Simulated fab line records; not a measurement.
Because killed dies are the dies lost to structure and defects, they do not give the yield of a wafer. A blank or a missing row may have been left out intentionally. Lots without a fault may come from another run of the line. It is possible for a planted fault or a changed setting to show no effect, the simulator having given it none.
Tool commonality check + flow nand_harc + 33 wafers sampled across 11 lots

== WHY IT WAS OPENED ==
At NHARC_P_CONTACT_CD_MEAS_12 the reading cd_nm is flagged on 1 of 11 lots. No-fault wafers: 90.2 nm, standard deviation 0.62.
Rule: flag the lot when none of its wafers has a number, or when each of its wafers that has one lies beyond 4 standard deviations from that mean. As for the other lots, they are considered sound.

| lot  | measured     | on        | cd_nm (nm), wafer by wafer | flag    |
|------|--------------|-----------|----------------------------|---------|
| L587 | day 6 02:37  | cd_sem-01 | 90.0 89.6 90.4             |         |
| L588 | day 6 19:17  | cd_sem-02 | 89.7 89.6 90.5             |         |
| L592 | day 7 18:19  | cd_sem-03 | 91.8 90.8 91.0             |         |
| L593 | day 8 07:37  | cd_sem-02 | 89.8 90.5 91.6             |         |
| L594 | day 9 00:03  | cd_sem-01 | 84.0 82.8 84.0             | FLAGGED |
| L597 | day 10 04:38 | cd_sem-03 | 89.5 89.3 89.4             |         |
| L604 | day 12 22:52 | cd_sem-02 | 90.5 90.7 90.7             |         |
| L605 | day 13 12:12 | cd_sem-01 | 90.7 90.8 90.9             |         |
| L607 | day 14 03:26 | cd_sem-02 | 90.1 90.6 90.7             |         |
| L608 | day 14 15:26 | cd_sem-03 | 90.1 90.5 90.7             |         |
| L609 | day 15 11:50 | cd_sem-03 | 90.8 91.1 90.8             |         |
The numbers of the flagged lots are 83.6 nm on average: -6.6 nm against the usual, or -11 standard deviations.

== WHICH TOOL EACH LOT WENT THROUGH ==
The record holds 3 process steps before the reading, out of a route of 1302 steps. Every cell lists first the tool, next ch and the chambers used by the sampled wafers, and last the start.
| lot  | flag    | NHARC_P_GATE_RTA_64              | NHARC_P_GATE_RTA_82              | NHARC_P_CONTACT_EXPOSE_09          |
|------|---------|----------------------------------|----------------------------------|------------------------------------|
| L587 |         | rtp_anneal-02 ch 0, day 5 23:52  | rtp_anneal-02 ch 0, day 6 00:56  | arfi_scanner-02 ch 0, day 6 02:28  |
| L588 |         | rtp_anneal-01 ch 0, day 6 16:23  | rtp_anneal-02 ch 0, day 6 17:29  | arfi_scanner-01 ch 0, day 6 19:09  |
| L592 |         | rtp_anneal-01 ch 0, day 7 15:20  | rtp_anneal-01 ch 0, day 7 16:23  | arfi_scanner-01 ch 0, day 7 18:10  |
| L593 |         | rtp_anneal-02 ch 0, day 8 04:46  | rtp_anneal-01 ch 0, day 8 05:50  | arfi_scanner-02 ch 0, day 8 07:29  |
| L594 | FLAGGED | rtp_anneal-01 ch 0, day 8 21:13  | rtp_anneal-01 ch 0, day 8 22:17  | arfi_scanner-01 ch 0, day 8 23:55  |
| L597 |         | rtp_anneal-01 ch 0, day 10 01:48 | rtp_anneal-01 ch 0, day 10 02:52 | arfi_scanner-01 ch 0, day 10 04:30 |
| L604 |         | rtp_anneal-02 ch 0, day 12 20:01 | rtp_anneal-02 ch 0, day 12 21:04 | arfi_scanner-03 ch 0, day 12 22:44 |
| L605 |         | rtp_anneal-01 ch 0, day 13 09:23 | rtp_anneal-01 ch 0, day 13 10:26 | arfi_scanner-02 ch 0, day 13 12:04 |
| L607 |         | rtp_anneal-02 ch 0, day 14 00:22 | rtp_anneal-02 ch 0, day 14 01:26 | arfi_scanner-03 ch 0, day 14 03:17 |
| L608 |         | rtp_anneal-01 ch 0, day 14 12:34 | rtp_anneal-01 ch 0, day 14 13:39 | arfi_scanner-01 ch 0, day 14 15:18 |
| L609 |         | rtp_anneal-02 ch 0, day 15 09:01 | rtp_anneal-02 ch 0, day 15 10:04 | arfi_scanner-02 ch 0, day 15 11:41 |
What is done by these steps:
- NHARC_P_GATE_RTA_64: time 1 s.
- NHARC_P_GATE_RTA_82: time 30 s.
- NHARC_P_CONTACT_EXPOSE_09: exposes mask P CA, target cd 90 nm.
- NHARC_P_CONTACT_CD_MEAS_12: target cd 90 nm.

== FLAGGED OVER TOTAL, TOOL BY TOOL (the gauges that took the reading come last) ==
| step                       | tool            | lots run | flagged | share of the flagged lots | sound lots run after its first flagged lot |
|----------------------------|-----------------|----------|---------|---------------------------|--------------------------------------------|
| NHARC_P_GATE_RTA_64        | rtp_anneal-01   | 6        | 1       | all                       | 3 (L597,L605,L608)                         |
| NHARC_P_GATE_RTA_64        | rtp_anneal-02   | 5        | 0       | none                      | -                                          |
| NHARC_P_GATE_RTA_82        | rtp_anneal-01   | 6        | 1       | all                       | 3 (L597,L605,L608)                         |
| NHARC_P_GATE_RTA_82        | rtp_anneal-02   | 5        | 0       | none                      | -                                          |
| NHARC_P_CONTACT_EXPOSE_09  | arfi_scanner-01 | 5        | 1       | all                       | 2 (L597,L608)                              |
| NHARC_P_CONTACT_EXPOSE_09  | arfi_scanner-02 | 4        | 0       | none                      | -                                          |
| NHARC_P_CONTACT_EXPOSE_09  | arfi_scanner-03 | 2        | 0       | none                      | -                                          |
| NHARC_P_CONTACT_CD_MEAS_12 | cd_sem-01       | 3        | 1       | all                       | 1 (L605)                                   |
| NHARC_P_CONTACT_CD_MEAS_12 | cd_sem-02       | 4        | 0       | none                      | -                                          |
| NHARC_P_CONTACT_CD_MEAS_12 | cd_sem-03       | 4        | 0       | none                      | -                                          |

== WHAT THE TABLE ALLOWS ==
4 rows of the table ran every flagged lot: rtp_anneal-01 at NHARC_P_GATE_RTA_64, rtp_anneal-01 at NHARC_P_GATE_RTA_82, arfi_scanner-01 at NHARC_P_CONTACT_EXPOSE_09, cd_sem-01 at NHARC_P_CONTACT_CD_MEAS_12.
- rtp_anneal-01 at NHARC_P_GATE_RTA_64: 1 of its 6 lots flagged. After the first flagged lot (L597, L605, L608), sound lots still ran on it; a lasting fault on the whole tool would not permit that.
- rtp_anneal-01 at NHARC_P_GATE_RTA_82: 1 of its 6 lots flagged. After the first flagged lot (L597, L605, L608), sound lots still ran on it; a lasting fault on the whole tool would not permit that.
- arfi_scanner-01 at NHARC_P_CONTACT_EXPOSE_09: 1 of its 5 lots flagged. After the first flagged lot (L597, L608), sound lots still ran on it; a lasting fault on the whole tool would not permit that.
- cd_sem-01 at NHARC_P_CONTACT_CD_MEAS_12: 1 of its 3 lots flagged. After the first flagged lot (L605), sound lots still ran on it; a lasting fault on the whole tool would not permit that.
No row of the table ran every flagged lot and no sound lot after the first.

== WHAT HAD BEEN PUT IN BY THE SIMULATOR ==
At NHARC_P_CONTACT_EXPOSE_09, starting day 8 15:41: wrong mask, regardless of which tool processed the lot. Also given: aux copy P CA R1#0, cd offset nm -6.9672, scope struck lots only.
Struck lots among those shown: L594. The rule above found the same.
